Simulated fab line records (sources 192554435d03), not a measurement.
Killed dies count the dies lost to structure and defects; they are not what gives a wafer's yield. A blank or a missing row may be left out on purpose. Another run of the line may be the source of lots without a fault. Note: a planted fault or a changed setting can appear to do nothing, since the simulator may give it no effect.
The tool behind it: which one? || flow n5_finfet || 11 lots, 32 wafers sampled, at 2 steps of a route of 1938

## WHAT EACH GAUGE READ, for each wafer
N5_PASSIVATION_CD_MEAS_30: target cd 4000 nm. Usual: cd_nm 3999.7 nm, standard deviation 2.
{"lot": "L592", "measured": "day 12 01:05", "on": "cd_sem-01", "cd_nm (nm)": "4000.5 4000.7 4000.3", "flag": ""}
{"lot": "L593", "measured": "day 12 03:44", "on": "cd_sem-02", "cd_nm (nm)": "3999.6 4000.9", "flag": ""}
{"lot": "L594", "measured": "day 12 06:39", "on": "cd_sem-02", "cd_nm (nm)": "3995.6 3997.7 3998.3", "flag": ""}
{"lot": "L595", "measured": "day 12 23:56", "on": "cd_sem-02", "cd_nm (nm)": "4001.4 4000.7 3997.5", "flag": ""}
{"lot": "L597", "measured": "day 13 16:13", "on": "cd_sem-03", "cd_nm (nm)": "4002.5 4004.0 4001.4", "flag": ""}
{"lot": "L598", "measured": "day 13 10:19", "on": "cd_sem-03", "cd_nm (nm)": "3998.3 3999.0 4000.4", "flag": ""}
{"lot": "L600", "measured": "day 14 18:01", "on": "cd_sem-02", "cd_nm (nm)": "4001.1 4000.9 4001.0", "flag": ""}
{"lot": "L605", "measured": "day 15 12:22", "on": "cd_sem-03", "cd_nm (nm)": "3997.4 4000.8 4001.6", "flag": ""}
{"lot": "L606", "measured": "day 15 17:16", "on": "cd_sem-02", "cd_nm (nm)": "3998.1 3997.5 3997.2", "flag": ""}
{"lot": "L612", "measured": "day 17 15:37", "on": "cd_sem-01", "cd_nm (nm)": "3999.5 4000.1 3999.2", "flag": ""}
{"lot": "L614", "measured": "day 18 08:35", "on": "cd_sem-02", "cd_nm (nm)": "4001.7 4001.4 4001.5", "flag": ""}

## EACH LOT AND THE TOOL THAT RAN IT (in order: tool; ch and the chambers of the sampled wafers; start)
{"lot": "L592", "N5_BEOL_M2_SPUTTER_86": "pvd_sputter-01, day 6 19:52"}
{"lot": "L593", "N5_BEOL_M2_SPUTTER_86": "pvd_sputter-03, day 7 02:36"}
{"lot": "L594", "N5_BEOL_M2_SPUTTER_86": "pvd_sputter-01, day 7 11:54"}
{"lot": "L595", "N5_BEOL_M2_SPUTTER_86": "pvd_sputter-01, day 7 16:44"}
{"lot": "L597", "N5_BEOL_M2_SPUTTER_86": "pvd_sputter-01, day 8 09:29"}
{"lot": "L598", "N5_BEOL_M2_SPUTTER_86": "pvd_sputter-03, day 8 09:34"}
{"lot": "L600", "N5_BEOL_M2_SPUTTER_86": "pvd_sputter-02, day 9 01:35"}
{"lot": "L605", "N5_BEOL_M2_SPUTTER_86": "pvd_sputter-01, day 9 21:20"}
{"lot": "L606", "N5_BEOL_M2_SPUTTER_86": "pvd_sputter-01, day 10 10:30"}
{"lot": "L612", "N5_BEOL_M2_SPUTTER_86": "pvd_sputter-03, day 12 07:02"}
{"lot": "L614", "N5_BEOL_M2_SPUTTER_86": "pvd_sputter-02, day 12 09:43"}
- N5_BEOL_M2_SPUTTER_86: material Cu, target thk 4.5 nm, time 8.29 s.

## WHAT THE TOOLS THEMSELVES READ (means of the sampled wafers that have a number; where no wafer has one, the mark that the record gives instead)
N5_BEOL_M2_SPUTTER_86. Usual: chuck_sensor_temp_C -16.0 C, standard deviation 0.44; throttle_valve_pct 30.2 %, standard deviation 0.65.
{"lot": "L592", "tool": "pvd_sputter-01", "chuck_sensor_temp_C (C)": -16.1, "throttle_valve_pct (%)": 30.2, "flag": ""}
{"lot": "L593", "tool": "pvd_sputter-03", "chuck_sensor_temp_C (C)": -15.9, "throttle_valve_pct (%)": 29.9, "flag": ""}
{"lot": "L594", "tool": "pvd_sputter-01", "chuck_sensor_temp_C (C)": -16.3, "throttle_valve_pct (%)": 29.8, "flag": ""}
{"lot": "L595", "tool": "pvd_sputter-01", "chuck_sensor_temp_C (C)": -16.2, "throttle_valve_pct (%)": 29.9, "flag": ""}
{"lot": "L597", "tool": "pvd_sputter-01", "chuck_sensor_temp_C (C)": -15.7, "throttle_valve_pct (%)": 30.4, "flag": ""}
{"lot": "L598", "tool": "pvd_sputter-03", "chuck_sensor_temp_C (C)": -15.6, "throttle_valve_pct (%)": 30.3, "flag": ""}
{"lot": "L600", "tool": "pvd_sputter-02", "chuck_sensor_temp_C (C)": -16.3, "throttle_valve_pct (%)": 30.1, "flag": ""}
{"lot": "L605", "tool": "pvd_sputter-01", "chuck_sensor_temp_C (C)": -16.2, "throttle_valve_pct (%)": 29.8, "flag": ""}
{"lot": "L606", "tool": "pvd_sputter-01", "chuck_sensor_temp_C (C)": -15.8, "throttle_valve_pct (%)": 29.8, "flag": ""}
{"lot": "L612", "tool": "pvd_sputter-03", "chuck_sensor_temp_C (C)": -15.9, "throttle_valve_pct (%)": 29.7, "flag": ""}
{"lot": "L614", "tool": "pvd_sputter-02", "chuck_sensor_temp_C (C)": -16.4, "throttle_valve_pct (%)": 30.6, "flag": ""}

## THE ANSWER, worked out from the rows above alone
Rule: lot off if the mean of its wafers having a number is beyond 3 standard deviations from the usual mean. Also off: a lot with no number at a reading for which 4 or more lots have one. Where the step has rows for the other lots, those lots are counted as sound. First the gauges in route order, then the tools' own readings, where a lot's mean is used as printed above. At the first step where some lot is off, the reading lying furthest off is the one used; lots without a number count as furthest.
Across all readings shown, no lot is off: no conclusion can be drawn from this.

## WHAT WAS PUT IN BY THE SIMULATOR
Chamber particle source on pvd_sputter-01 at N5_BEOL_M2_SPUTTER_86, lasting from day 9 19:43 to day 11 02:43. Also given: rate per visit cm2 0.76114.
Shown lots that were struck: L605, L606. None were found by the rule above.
